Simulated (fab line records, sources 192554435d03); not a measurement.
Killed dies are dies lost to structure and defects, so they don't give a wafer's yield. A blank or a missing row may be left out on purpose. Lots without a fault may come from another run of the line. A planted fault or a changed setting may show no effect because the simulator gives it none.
Chamber matching | flow n5_finfet | N5_BEOL_M6_ETCH_61 on rie_diel-02: 4 sister chambers
The step etches SiARC in CF4, target depth 45.5 nm, time 75.8 s. 24 wafers are shown with their chamber, then 12 later ones without.

WAFERS WITH THEIR CHAMBER
wafer  | chamber | drypump_motor_current_A (A) | showerhead_plenum_p_Torr (Torr) | throttle_valve_pct (%)
L074.3 | 1       | 6.2                         | 2.06                            | 15.72
L074.4 | 0       | 5.2                         | 2.13                            | 15.78
L074.6 | 3       | 5.9                         | 2.23                            | 15.35
L075.1 | 3       | 5.9                         | 2.23                            | 15.32
L075.3 | 2       | 5.7                         | 2.09                            | 15.68
L075.5 | 0       | 5.2                         | 2.13                            | 15.79
L076.3 | 1       | 6.1                         | 2.06                            | 15.75
L076.5 | 1       | 6.1                         | 2.06                            | 15.75
L076.6 | 0       | 5.2                         | 2.13                            | 15.78
L077.1 | 0       | 5.2                         | 2.13                            | 15.79
L077.2 | 1       | 6.2                         | 2.06                            | 15.74
L077.6 | 1       | 6.2                         | 2.06                            | 15.74
L080.1 | 0       | 5.2                         | 2.13                            | 15.80
L080.2 | 3       | 5.9                         | 2.23                            | 15.35
L080.3 | 2       | 5.7                         | 2.09                            | 15.71
L084.1 | 2       | 5.7                         | 2.09                            | 15.71
L084.4 | 3       | 5.9                         | 2.23                            | 15.36
L084.6 | 3       | 5.9                         | 2.23                            | 15.38
L085.2 | 1       | 6.2                         | 2.05                            | 15.78
L085.3 | 0       | 5.2                         | 2.12                            | 15.81
L085.4 | 2       | 5.7                         | 2.09                            | 15.73
L088.1 | 1       | 6.1                         | 2.05                            | 15.79
L088.3 | 2       | 5.7                         | 2.08                            | 15.73
L088.6 | 2       | 5.7                         | 2.08                            | 15.75

SIGNATURES (means of the wafers above)
reading                  | chamber 0 | chamber 1 | chamber 2 | chamber 3 | scatter within a chamber
drypump_motor_current_A  | 5.200     | 6.157     | 5.700     | 5.900     | 0.0293
showerhead_plenum_p_Torr | 2.1283    | 2.0571    | 2.0867    | 2.2300    | 0.00424
throttle_valve_pct       | 15.7917   | 15.7529   | 15.7183   | 15.3520   | 0.0212
Rule: a wafer's distance from a chamber is the root of the sum, over the readings, of the square of ((its reading less the chamber's mean) divided by the reading's scatter). The wafer belongs to the nearest chamber; if the next one is less than 2 further off, it can't be placed. The scatter: the root of (the sum of the squares of (reading less its chamber's mean) over the shown wafers, divided by (wafers less chambers)).

WAFERS WITHOUT THEIR CHAMBER
wafer  | drypump_motor_current_A (A) | showerhead_plenum_p_Torr (Torr) | throttle_valve_pct (%)
L093.2 | 5.2                         | 2.12                            | 15.85
L093.4 | 5.9                         | 2.22                            | 15.38
L093.5 | 6.1                         | 2.05                            | 15.78
L092.1 | 5.2                         | 2.12                            | 15.87
L092.2 | 5.7                         | 2.08                            | 15.78
L092.5 | 5.9                         | 2.22                            | 15.42
L095.2 | 5.9                         | 2.22                            | 15.40
L095.3 | 5.7                         | 2.08                            | 15.78
L095.5 | 5.7                         | 2.08                            | 15.78
L097.2 | 5.7                         | 2.08                            | 15.78
L097.3 | 6.1                         | 2.04                            | 15.83
L097.5 | 5.2                         | 2.12                            | 15.88

WHICH CHAMBER EACH WENT THROUGH
wafer  | from the rows above | in truth
L093.2 | 0                   | 0
L093.4 | 3                   | 3
L093.5 | 1                   | 1
L092.1 | 0                   | 0
L092.2 | 2                   | 2
L092.5 | 3                   | 3
L095.2 | 3                   | 3
L095.3 | 2                   | 2
L095.5 | 2                   | 2
L097.2 | 2                   | 2
L097.3 | 1                   | 1
L097.5 | 0                   | 0
Placed correctly: 12 of 12. Can't be placed from these rows: 0. Placed wrongly: 0.
